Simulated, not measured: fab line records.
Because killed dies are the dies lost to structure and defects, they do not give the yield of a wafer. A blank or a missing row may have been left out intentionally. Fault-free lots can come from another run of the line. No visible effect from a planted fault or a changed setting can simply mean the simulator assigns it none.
The tool behind it: which one? || flow n5_finfet || 8 lots with 23 wafers sampled at 7 steps, on a route of 1938 steps

== WHAT THE GAUGES READ, wafer by wafer ==
N5_BEOL_M9_OCD_MEAS_38.
{"lot": "L557", "measured": "day 10 04:54", "on": "ocd-01", "trench_depth_nm (nm)": "151 151 147"}
{"lot": "L564", "measured": "day 11 17:47", "on": "ocd-01", "trench_depth_nm (nm)": "151 148 160"}
{"lot": "L563", "measured": "day 11 23:25", "on": "ocd-01", "trench_depth_nm (nm)": "152 159 147"}
{"lot": "L574", "measured": "day 14 05:25", "on": "ocd-01", "trench_depth_nm (nm)": "173 164 172"}
{"lot": "L573", "measured": "day 14 13:54", "on": "ocd-02", "trench_depth_nm (nm)": "165 162 162"}
{"lot": "L576", "measured": "day 14 16:07", "on": "ocd-01", "trench_depth_nm (nm)": "151 150 148"}
{"lot": "L575", "measured": "day 14 16:17", "on": "ocd-02", "trench_depth_nm (nm)": "147 152"}
{"lot": "L577", "measured": "day 15 02:10", "on": "ocd-01", "trench_depth_nm (nm)": "147 144 145"}

N5_BEOL_M9_THK_MEAS_53: measures by xrf.
{"lot": "L557", "measured": "day 10 07:13", "on": "film_metro-02", "M9_THK (nm)": "141 139 133"}
{"lot": "L564", "measured": "day 11 21:41", "on": "film_metro-02", "M9_THK (nm)": "141 137 150"}
{"lot": "L563", "measured": "day 12 03:20", "on": "film_metro-02", "M9_THK (nm)": "141 148 136"}
{"lot": "L574", "measured": "day 14 08:10", "on": "film_metro-02", "M9_THK (nm)": "164 154 163"}
{"lot": "L573", "measured": "day 14 17:29", "on": "film_metro-02", "M9_THK (nm)": "155 155 152"}
{"lot": "L576", "measured": "day 14 19:53", "on": "film_metro-01", "M9_THK (nm)": "142 138 136"}
{"lot": "L575", "measured": "day 14 20:10", "on": "film_metro-02", "M9_THK (nm)": "136 140"}
{"lot": "L577", "measured": "day 15 07:37", "on": "film_metro-01", "M9_THK (nm)": "135 136 133"}

N5_BEOL_M9_RS_MEAS_57: measurement is done with a four-point probe.
{"lot": "L557", "measured": "day 10 07:21", "on": "film_metro-02", "M9_RS (ohm/sq)": "0.151 0.153 0.160"}
{"lot": "L564", "measured": "day 11 21:50", "on": "film_metro-01", "M9_RS (ohm/sq)": "0.152 0.156 0.142"}
{"lot": "L563", "measured": "day 12 03:28", "on": "film_metro-02", "M9_RS (ohm/sq)": "0.151 0.143 0.157"}
{"lot": "L574", "measured": "day 14 08:17", "on": "film_metro-02", "M9_RS (ohm/sq)": "0.127 0.137 0.128"}
{"lot": "L573", "measured": "day 14 17:38", "on": "film_metro-02", "M9_RS (ohm/sq)": "0.137 0.137 0.140"}
{"lot": "L576", "measured": "day 14 20:04", "on": "film_metro-02", "M9_RS (ohm/sq)": "0.150 0.154 0.156"}
{"lot": "L575", "measured": "day 14 20:20", "on": "film_metro-01", "M9_RS (ohm/sq)": "0.157 0.153"}
{"lot": "L577", "measured": "day 15 07:46", "on": "film_metro-01", "M9_RS (ohm/sq)": "0.159 0.158 0.162"}

== WHAT TOOL EACH LOT RAN ON (gives the tool, then ch and the chambers of the sampled wafers, and finally the start) ==
{"lot": "L557", "N5_BEOL_M9_ETCH_76": "rie_diel-05 ch 2,3, day 10 04:29", "N5_BEOL_M9_TRENCH_ETCH_37": "rie_diel-05 ch 2,3, day 10 04:44", "N5_BEOL_M9_STRIP_80": "rie_diel-05 ch 2,3, day 10 04:54 or earlier", "N5_BEOL_M9_ALD_74": "ald_metal-03 ch 0,2,3, day 10 05:42"}
{"lot": "L564", "N5_BEOL_M9_ETCH_76": "rie_diel-01 ch 0,1,2, day 11 17:22", "N5_BEOL_M9_TRENCH_ETCH_37": "rie_diel-01 ch 0,1,2, day 11 17:37", "N5_BEOL_M9_STRIP_80": "rie_diel-01 ch 0,1,2, day 11 17:47 or earlier", "N5_BEOL_M9_ALD_74": "ald_metal-03 ch 0,2,3, day 11 18:47"}
{"lot": "L563", "N5_BEOL_M9_ETCH_76": "rie_diel-01 ch 0,1,2, day 11 23:00", "N5_BEOL_M9_TRENCH_ETCH_37": "rie_diel-01 ch 0,1,2, day 11 23:15", "N5_BEOL_M9_STRIP_80": "rie_diel-01 ch 0,1,2, day 11 23:25 or earlier", "N5_BEOL_M9_ALD_74": "ald_metal-01 ch 0,1,3, day 12 00:20"}
{"lot": "L574", "N5_BEOL_M9_ETCH_76": "rie_diel-01 ch 0,3, day 14 04:59", "N5_BEOL_M9_TRENCH_ETCH_37": "rie_diel-01 ch 0,3, day 14 05:14", "N5_BEOL_M9_STRIP_80": "rie_diel-01 ch 0,3, day 14 05:25 or earlier", "N5_BEOL_M9_ALD_74": "ald_metal-02 ch 0,2,3, day 14 06:21"}
{"lot": "L573", "N5_BEOL_M9_ETCH_76": "rie_diel-01 ch 1,3, day 14 13:28", "N5_BEOL_M9_TRENCH_ETCH_37": "rie_diel-01 ch 1,3, day 14 13:43", "N5_BEOL_M9_STRIP_80": "rie_diel-01 ch 1,3, day 14 13:54 or earlier", "N5_BEOL_M9_ALD_74": "ald_metal-02 ch 0,1,3, day 14 14:49"}
{"lot": "L576", "N5_BEOL_M9_ETCH_76": "rie_diel-05 ch 1,2,3, day 14 15:41", "N5_BEOL_M9_TRENCH_ETCH_37": "rie_diel-05 ch 1,2,3, day 14 15:56", "N5_BEOL_M9_STRIP_80": "rie_diel-05 ch 1,2,3, day 14 16:07 or earlier", "N5_BEOL_M9_ALD_74": "ald_metal-03 ch 1,2, day 14 17:52"}
{"lot": "L575", "N5_BEOL_M9_ETCH_76": "rie_diel-03 ch 0,1, day 14 15:52", "N5_BEOL_M9_TRENCH_ETCH_37": "rie_diel-03 ch 0,1, day 14 16:07", "N5_BEOL_M9_STRIP_80": "rie_diel-03 ch 0,1, day 14 16:17 or earlier", "N5_BEOL_M9_ALD_74": "ald_metal-01 ch 0,2, day 14 17:58"}
{"lot": "L577", "N5_BEOL_M9_ETCH_76": "rie_diel-05 ch 0,3, day 15 01:45", "N5_BEOL_M9_TRENCH_ETCH_37": "rie_diel-05 ch 0,3, day 15 01:59", "N5_BEOL_M9_STRIP_80": "rie_diel-05 ch 0,3, day 15 02:10 or earlier", "N5_BEOL_M9_ALD_74": "ald_metal-02 ch 0,2, day 15 06:10"}
- N5_BEOL_M9_ETCH_76: etches underlayer in N2/H2, target depth 6.5 nm, time 5.2 s.
- N5_BEOL_M9_TRENCH_ETCH_37: etches SiCOH lowk in C4F6/O2, target depth 151.43 nm, time 49 s.
- N5_BEOL_M9_STRIP_80: strips in N2/H2, time 10 s.
- N5_BEOL_M9_ALD_74: deposits TaN, target thk 2 nm, pulse time 2 s, purge time 3 s.

== WHAT THE TOOLS THEMSELVES READ (means of the sampled wafers that have a number; where no wafer has one, the mark that the record gives instead) ==
N5_BEOL_M9_ETCH_76.
{"lot": "L557", "tool": "rie_diel-05", "bias_w (W)": 149.8, "drypump_motor_current_A (A)": 5.3, "etch_rf_on_time_s (s)": 5.28, "h2_flow_sccm (sccm)": 200.7, "oes_product_au (a.u.)": 0.68, "rf_fwd_power_W (W)": 818.3, "rf_vpp_V (V)": 523.6, "showerhead_plenum_p_Torr (Torr)": 2.51, "throttle_valve_pct (%)": 17.90}
{"lot": "L564", "tool": "rie_diel-01", "bias_w (W)": 150.1, "drypump_motor_current_A (A)": 5.4, "etch_rf_on_time_s (s)": 5.17, "h2_flow_sccm (sccm)": 200.1, "oes_product_au (a.u.)": 0.72, "rf_fwd_power_W (W)": 819.2, "rf_vpp_V (V)": 522.6, "showerhead_plenum_p_Torr (Torr)": 2.46, "throttle_valve_pct (%)": 17.42}
{"lot": "L563", "tool": "rie_diel-01", "bias_w (W)": 150.4, "drypump_motor_current_A (A)": 5.4, "etch_rf_on_time_s (s)": 5.14, "h2_flow_sccm (sccm)": 199.1, "oes_product_au (a.u.)": 0.73, "rf_fwd_power_W (W)": 818.0, "rf_vpp_V (V)": 522.5, "showerhead_plenum_p_Torr (Torr)": 2.46, "throttle_valve_pct (%)": 17.43}
{"lot": "L574", "tool": "rie_diel-01", "bias_w (W)": 149.8, "drypump_motor_current_A (A)": 5.7, "etch_rf_on_time_s (s)": 5.01, "h2_flow_sccm (sccm)": 200.2, "oes_product_au (a.u.)": 0.71, "rf_fwd_power_W (W)": 814.9, "rf_vpp_V (V)": 522.8, "showerhead_plenum_p_Torr (Torr)": 2.49, "throttle_valve_pct (%)": 17.68}
{"lot": "L573", "tool": "rie_diel-01", "bias_w (W)": 150.3, "drypump_motor_current_A (A)": 5.6, "etch_rf_on_time_s (s)": 5.40, "h2_flow_sccm (sccm)": 200.3, "oes_product_au (a.u.)": 0.68, "rf_fwd_power_W (W)": 820.9, "rf_vpp_V (V)": 521.9, "showerhead_plenum_p_Torr (Torr)": 2.49, "throttle_valve_pct (%)": 17.51}
{"lot": "L576", "tool": "rie_diel-05", "bias_w (W)": 149.7, "drypump_motor_current_A (A)": 5.6, "etch_rf_on_time_s (s)": 5.31, "h2_flow_sccm (sccm)": 199.8, "oes_product_au (a.u.)": 0.67, "rf_fwd_power_W (W)": 819.8, "rf_vpp_V (V)": 525.3, "showerhead_plenum_p_Torr (Torr)": 2.55, "throttle_valve_pct (%)": 17.78}
{"lot": "L575", "tool": "rie_diel-03", "bias_w (W)": 149.7, "drypump_motor_current_A (A)": 6.3, "etch_rf_on_time_s (s)": 5.25, "h2_flow_sccm (sccm)": 198.9, "oes_product_au (a.u.)": 0.65, "rf_fwd_power_W (W)": 819.1, "rf_vpp_V (V)": 525.5, "showerhead_plenum_p_Torr (Torr)": 2.53, "throttle_valve_pct (%)": 18.01}
{"lot": "L577", "tool": "rie_diel-05", "bias_w (W)": 150.2, "drypump_motor_current_A (A)": 5.3, "etch_rf_on_time_s (s)": 5.38, "h2_flow_sccm (sccm)": 199.9, "oes_product_au (a.u.)": 0.59, "rf_fwd_power_W (W)": 819.5, "rf_vpp_V (V)": 521.6, "showerhead_plenum_p_Torr (Torr)": 2.48, "throttle_valve_pct (%)": 18.08}

N5_BEOL_M9_TRENCH_ETCH_37.
{"lot": "L557", "tool": "rie_diel-05", "bias_w (W)": 185.1, "drypump_motor_current_A (A)": 5.3, "oes_f_703_au (a.u.)": 0.76, "oes_o_777_au (a.u.)": 0.78, "oes_product_au (a.u.)": 0.80, "rf_fwd_power_W (W)": 341.2, "rf_vpp_V (V)": 686, "showerhead_plenum_p_Torr (Torr)": 2.81, "throttle_valve_pct (%)": 20.93}
{"lot": "L564", "tool": "rie_diel-01", "bias_w (W)": 184.7, "drypump_motor_current_A (A)": 5.4, "oes_f_703_au (a.u.)": 0.83, "oes_o_777_au (a.u.)": 0.84, "oes_product_au (a.u.)": 0.85, "rf_fwd_power_W (W)": 342.0, "rf_vpp_V (V)": 679, "showerhead_plenum_p_Torr (Torr)": 2.79, "throttle_valve_pct (%)": 20.74}
{"lot": "L563", "tool": "rie_diel-01", "bias_w (W)": 185.3, "drypump_motor_current_A (A)": 5.4, "oes_f_703_au (a.u.)": 0.82, "oes_o_777_au (a.u.)": 0.84, "oes_product_au (a.u.)": 0.85, "rf_fwd_power_W (W)": 341.7, "rf_vpp_V (V)": 679, "showerhead_plenum_p_Torr (Torr)": 2.79, "throttle_valve_pct (%)": 20.74}
{"lot": "L574", "tool": "rie_diel-01", "bias_w (W)": 185.0, "drypump_motor_current_A (A)": 5.7, "oes_f_703_au (a.u.)": 1.08, "oes_o_777_au (a.u.)": 1.03, "oes_product_au (a.u.)": 0.88, "rf_fwd_power_W (W)": 422.8, "rf_vpp_V (V)": 592, "showerhead_plenum_p_Torr (Torr)": 2.83, "throttle_valve_pct (%)": 20.99}
{"lot": "L573", "tool": "rie_diel-01", "bias_w (W)": 184.7, "drypump_motor_current_A (A)": 5.6, "oes_f_703_au (a.u.)": 1.00, "oes_o_777_au (a.u.)": 0.98, "oes_product_au (a.u.)": 0.84, "rf_fwd_power_W (W)": 424.8, "rf_vpp_V (V)": 596, "showerhead_plenum_p_Torr (Torr)": 2.83, "throttle_valve_pct (%)": 20.86}
{"lot": "L576", "tool": "rie_diel-05", "bias_w (W)": 185.4, "drypump_motor_current_A (A)": 5.6, "oes_f_703_au (a.u.)": 0.77, "oes_o_777_au (a.u.)": 0.78, "oes_product_au (a.u.)": 0.80, "rf_fwd_power_W (W)": 342.9, "rf_vpp_V (V)": 683, "showerhead_plenum_p_Torr (Torr)": 2.85, "throttle_valve_pct (%)": 20.89}
{"lot": "L575", "tool": "rie_diel-03", "bias_w (W)": 184.7, "drypump_motor_current_A (A)": 6.3, "oes_f_703_au (a.u.)": 0.74, "oes_o_777_au (a.u.)": 0.73, "oes_product_au (a.u.)": 0.75, "rf_fwd_power_W (W)": 340.6, "rf_vpp_V (V)": 688, "showerhead_plenum_p_Torr (Torr)": 2.81, "throttle_valve_pct (%)": 20.90}
{"lot": "L577", "tool": "rie_diel-05", "bias_w (W)": 185.0, "drypump_motor_current_A (A)": 5.4, "oes_f_703_au (a.u.)": 0.70, "oes_o_777_au (a.u.)": 0.71, "oes_product_au (a.u.)": 0.67, "rf_fwd_power_W (W)": 341.5, "rf_vpp_V (V)": 645, "showerhead_plenum_p_Torr (Torr)": 2.77, "throttle_valve_pct (%)": 21.03}

N5_BEOL_M9_STRIP_80.
{"lot": "L557", "tool": "rie_diel-05", "drypump_motor_current_A (A)": 5.3, "h2_flow_sccm (sccm)": 199.9, "oes_product_au (a.u.)": 0.81, "rf_vpp_V (V)": 59.1, "showerhead_plenum_p_Torr (Torr)": 2.51, "throttle_valve_pct (%)": 23.7}
{"lot": "L564", "tool": "rie_diel-01", "drypump_motor_current_A (A)": 5.4, "h2_flow_sccm (sccm)": 199.8, "oes_product_au (a.u.)": 0.86, "rf_vpp_V (V)": 58.8, "showerhead_plenum_p_Torr (Torr)": 2.46, "throttle_valve_pct (%)": 23.1}
{"lot": "L563", "tool": "rie_diel-01", "drypump_motor_current_A (A)": 5.4, "h2_flow_sccm (sccm)": 199.8, "oes_product_au (a.u.)": 0.86, "rf_vpp_V (V)": 59.6, "showerhead_plenum_p_Torr (Torr)": 2.46, "throttle_valve_pct (%)": 23.1}
{"lot": "L574", "tool": "rie_diel-01", "drypump_motor_current_A (A)": 5.7, "h2_flow_sccm (sccm)": 200.3, "oes_product_au (a.u.)": 0.83, "rf_vpp_V (V)": 58.9, "showerhead_plenum_p_Torr (Torr)": 2.48, "throttle_valve_pct (%)": 23.5}
{"lot": "L573", "tool": "rie_diel-01", "drypump_motor_current_A (A)": 5.6, "h2_flow_sccm (sccm)": 199.4, "oes_product_au (a.u.)": 0.81, "rf_vpp_V (V)": 59.3, "showerhead_plenum_p_Torr (Torr)": 2.49, "throttle_valve_pct (%)": 23.1}
{"lot": "L576", "tool": "rie_diel-05", "drypump_motor_current_A (A)": 5.6, "h2_flow_sccm (sccm)": 201.0, "oes_product_au (a.u.)": 0.82, "rf_vpp_V (V)": 58.8, "showerhead_plenum_p_Torr (Torr)": 2.54, "throttle_valve_pct (%)": 23.5}
{"lot": "L575", "tool": "rie_diel-03", "drypump_motor_current_A (A)": 6.3, "h2_flow_sccm (sccm)": 200.1, "oes_product_au (a.u.)": 0.74, "rf_vpp_V (V)": 58.2, "showerhead_plenum_p_Torr (Torr)": 2.53, "throttle_valve_pct (%)": 23.9}
{"lot": "L577", "tool": "rie_diel-05", "drypump_motor_current_A (A)": 5.4, "h2_flow_sccm (sccm)": 200.0, "oes_product_au (a.u.)": 0.68, "rf_vpp_V (V)": 59.1, "showerhead_plenum_p_Torr (Torr)": 2.48, "throttle_valve_pct (%)": 23.8}

N5_BEOL_M9_ALD_74.
{"lot": "L557", "tool": "ald_metal-03", "heater_power_w (W)": 422}
{"lot": "L564", "tool": "ald_metal-03", "heater_power_w (W)": 422}
{"lot": "L563", "tool": "ald_metal-01", "heater_power_w (W)": 445}
{"lot": "L574", "tool": "ald_metal-02", "heater_power_w (W)": 397}
{"lot": "L573", "tool": "ald_metal-02", "heater_power_w (W)": 371}
{"lot": "L576", "tool": "ald_metal-03", "heater_power_w (W)": 376}
{"lot": "L575", "tool": "ald_metal-01", "heater_power_w (W)": 424}
{"lot": "L577", "tool": "ald_metal-02", "heater_power_w (W)": 430}

== THE ANSWER, worked out from the rows above alone ==
Rule: the usual values come from the lots themselves. The widest of any qualifying gaps counts: lots, ordered by their means at a reading, are off when they make up no more than a third of the lots, leave a main group of 4 or more, and stand apart from it by 3 or more times the standard deviation of that group's means. Not used: any main group whose means are identical at the precision the tables above print for the reading. Also off: a lot with no number at a reading for which 4 or more lots have one. Any other lot the step has rows for is counted as sound. First the gauges in route order, then the tools' own readings, where a lot's mean is used as printed above. At the first step where some lot is off, the reading lying furthest off is the one used; lots without a number count as furthest.
Off: L574, L573, at N5_BEOL_M9_OCD_MEAS_38 (trench_depth_nm). Main group: mean 150 nm, sd 2.5.
A tool fits if, at a process step before that reading, it ran every lot that is off, and no sound lot after the first of them. Not tried: the gauges at N5_BEOL_M9_OCD_MEAS_38; whatever is off there is also off at N5_BEOL_M9_THK_MEAS_53, on other tools, and gauge error can't account for it. With no start given for some of its lots, N5_BEOL_M9_STRIP_80 uses the hours and lot order of N5_BEOL_M9_OCD_MEAS_38. One candidate fits, namely rie_diel-01 at N5_BEOL_M9_ETCH_76 and N5_BEOL_M9_TRENCH_ETCH_37 and N5_BEOL_M9_STRIP_80. At N5_BEOL_M9_ETCH_76 its last sound lot is L563 (day 11 23:00), its first lot that is off L574 (day 14 04:59): a fault that began between those two fits.

== WHAT THE SIMULATOR PUT IN ==
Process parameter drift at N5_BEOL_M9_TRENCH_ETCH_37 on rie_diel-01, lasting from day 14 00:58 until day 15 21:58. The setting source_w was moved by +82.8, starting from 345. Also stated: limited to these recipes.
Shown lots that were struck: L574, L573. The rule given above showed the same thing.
